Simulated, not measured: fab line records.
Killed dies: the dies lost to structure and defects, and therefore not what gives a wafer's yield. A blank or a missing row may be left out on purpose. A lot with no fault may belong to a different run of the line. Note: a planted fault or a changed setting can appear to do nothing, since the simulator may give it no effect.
Split-lot trial :: flow n5-finfet :: 21 wafers read from 7 lots, route of 1938 steps

## ABOUT THE SPLIT
At N5_BEOL_M9_DESCUM_16 (chemistry O2, time 7.9 s), the setting time-s was moved away from the recipe's 7.9 s on 8 of the 21 wafers read, by -18.6% to +12.4%. All remaining wafers had this setting at the recipe value.

The reading comes from the split's own step.

## THE READING
CAR-ArF_of_BEOL_M9_COAT_05.thk-nm (the simulator's own value, which no gauge read), in nm, at N5_BEOL_M9_DESCUM_16 (chemistry O2, time 7.9 s). The file does not state a usual value for it. Average 83.3 nm, standard deviation 0.4 nm, over the 13 wafers here run with the recipe.

wafer: L076.1
tool, chamber at the split: rie-diel-02, 0,3
time-s as run, s: 8.879
against the recipe: +12.4%
CAR-ArF_of_BEOL_M9_COAT_05.thk-nm, nm: 82.8
against lot-mates on the recipe: -0.8

wafer: L076.3
tool, chamber at the split: rie-diel-02, 0,3
time-s as run, s: 8.879
against the recipe: +12.4%
CAR-ArF_of_BEOL_M9_COAT_05.thk-nm, nm: 82.8
against lot-mates on the recipe: -0.8

wafer: L076.6
tool, chamber at the split: rie-diel-02, 1
time-s as run, s: 7.9
against the recipe: recipe
CAR-ArF_of_BEOL_M9_COAT_05.thk-nm, nm: 83.6
against lot-mates on the recipe: -

wafer: L082.2
tool, chamber at the split: rie-diel-05, 0
time-s as run, s: 7.9
against the recipe: recipe
CAR-ArF_of_BEOL_M9_COAT_05.thk-nm, nm: 83
against lot-mates on the recipe: -

wafer: L082.4
tool, chamber at the split: rie-diel-05, 3,0
time-s as run, s: 7.9
against the recipe: recipe
CAR-ArF_of_BEOL_M9_COAT_05.thk-nm, nm: 83.2
against lot-mates on the recipe: -

wafer: L082.5
tool, chamber at the split: rie-diel-05, 3,0
time-s as run, s: 7.9
against the recipe: recipe
CAR-ArF_of_BEOL_M9_COAT_05.thk-nm, nm: 83.2
against lot-mates on the recipe: -

wafer: L088.1
tool, chamber at the split: rie-diel-02, 2,3,0
time-s as run, s: 7.9
against the recipe: recipe
CAR-ArF_of_BEOL_M9_COAT_05.thk-nm, nm: 83.8
against lot-mates on the recipe: -

wafer: L088.3
tool, chamber at the split: rie-diel-02, 2,3,0
time-s as run, s: 7.9
against the recipe: recipe
CAR-ArF_of_BEOL_M9_COAT_05.thk-nm, nm: 83.8
against lot-mates on the recipe: -

wafer: L088.4
tool, chamber at the split: rie-diel-02, 2,3,0
time-s as run, s: 7.9
against the recipe: recipe
CAR-ArF_of_BEOL_M9_COAT_05.thk-nm, nm: 83.8
against lot-mates on the recipe: -

wafer: L090.1
tool, chamber at the split: rie-diel-02, 2
time-s as run, s: 7.9
against the recipe: recipe
CAR-ArF_of_BEOL_M9_COAT_05.thk-nm, nm: 83.4
against lot-mates on the recipe: -

wafer: L090.2
tool, chamber at the split: rie-diel-02, 3
time-s as run, s: 8.698
against the recipe: +10.1%
CAR-ArF_of_BEOL_M9_COAT_05.thk-nm, nm: 83.2
against lot-mates on the recipe: -0.2

wafer: L090.3
tool, chamber at the split: rie-diel-02, 1
time-s as run, s: 8.698
against the recipe: +10.1%
CAR-ArF_of_BEOL_M9_COAT_05.thk-nm, nm: 82.8
against lot-mates on the recipe: -0.6

wafer: L091.3
tool, chamber at the split: rie-diel-02, 1,0
time-s as run, s: 7.9
against the recipe: recipe
CAR-ArF_of_BEOL_M9_COAT_05.thk-nm, nm: 83.6
against lot-mates on the recipe: -

wafer: L091.4
tool, chamber at the split: rie-diel-02, 1,0
time-s as run, s: 7.9
against the recipe: recipe
CAR-ArF_of_BEOL_M9_COAT_05.thk-nm, nm: 83.6
against lot-mates on the recipe: -

wafer: L091.6
tool, chamber at the split: rie-diel-02, 1
time-s as run, s: 7.074
against the recipe: -10.5%
CAR-ArF_of_BEOL_M9_COAT_05.thk-nm, nm: 84.2
against lot-mates on the recipe: +0.6

wafer: L092.1
tool, chamber at the split: rie-diel-02, 2,3
time-s as run, s: 7.9
against the recipe: recipe
CAR-ArF_of_BEOL_M9_COAT_05.thk-nm, nm: 82.8
against lot-mates on the recipe: -

wafer: L092.4
tool, chamber at the split: rie-diel-02, 2,3
time-s as run, s: 7.9
against the recipe: recipe
CAR-ArF_of_BEOL_M9_COAT_05.thk-nm, nm: 82.8
against lot-mates on the recipe: -

wafer: L092.3
tool, chamber at the split: rie-diel-02, 1
time-s as run, s: 7.9
against the recipe: recipe
CAR-ArF_of_BEOL_M9_COAT_05.thk-nm, nm: 82.6
against lot-mates on the recipe: -

wafer: L096.2
tool, chamber at the split: rie-diel-02, 3
time-s as run, s: 6.43
against the recipe: -18.6%
CAR-ArF_of_BEOL_M9_COAT_05.thk-nm, nm: 84.6
against lot-mates on the recipe: no lot-mate on the recipe

wafer: L096.3
tool, chamber at the split: rie-diel-02, 2
time-s as run, s: 6.43
against the recipe: -18.6%
CAR-ArF_of_BEOL_M9_COAT_05.thk-nm, nm: 84.8
against lot-mates on the recipe: no lot-mate on the recipe

wafer: L096.5
tool, chamber at the split: rie-diel-02, 3
time-s as run, s: 6.43
against the recipe: -18.6%
CAR-ArF_of_BEOL_M9_COAT_05.thk-nm, nm: 84.4
against lot-mates on the recipe: no lot-mate on the recipe
Rows listing several chambers each stand for several wafers; the file does not say which wafer went through which chamber.

THE FIT
A straight line over all 21 wafers: CAR-ArF_of_BEOL_M9_COAT_05.thk-nm changes by -0.0592 nm for each +1% of time-s; r = -0.83; the points scatter about the line by 0.37 nm.
The same after taking each lot's own level away (the mean of its wafers on the recipe; 18 wafers): -0.0554 nm for each +1%; r = -0.94; scatter 0.11 nm.
According to that fit, moving time-s by its largest amount changes the reading by 1 nm.
From 82.73 to 83.80 nm: that is the span of the lots' own levels, equal to 2.6 times the standard deviation above.
The two slopes agree, so the slope changes little with the lot-to-lot level.
Check: with one of the wafers moved furthest among these (+12.4%) left out of the fit, the line predicts -0.64 nm for it against its lot-mates. Against them it came out at -0.8 nm.

## OTHER SPLITS APPLIED TO THESE WAFERS
Note: prior to the reading, these wafers also went through further splits. Each is held against what the fit with the lots' levels taken away leaves over:
other split on the same wafers: N5_BEOL_M8_ETCH_65 source-w
wafers away from the commonest value: 4
r with CAR-ArF_of_BEOL_M9_COAT_05.thk-nm (lot level and that fit taken away): -0.02

## FILE'S OWN FIT
CAR-ArF_of_BEOL_M9_COAT_05.thk-nm changes by -0.0554 nm for each +1% of time-s, r = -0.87.
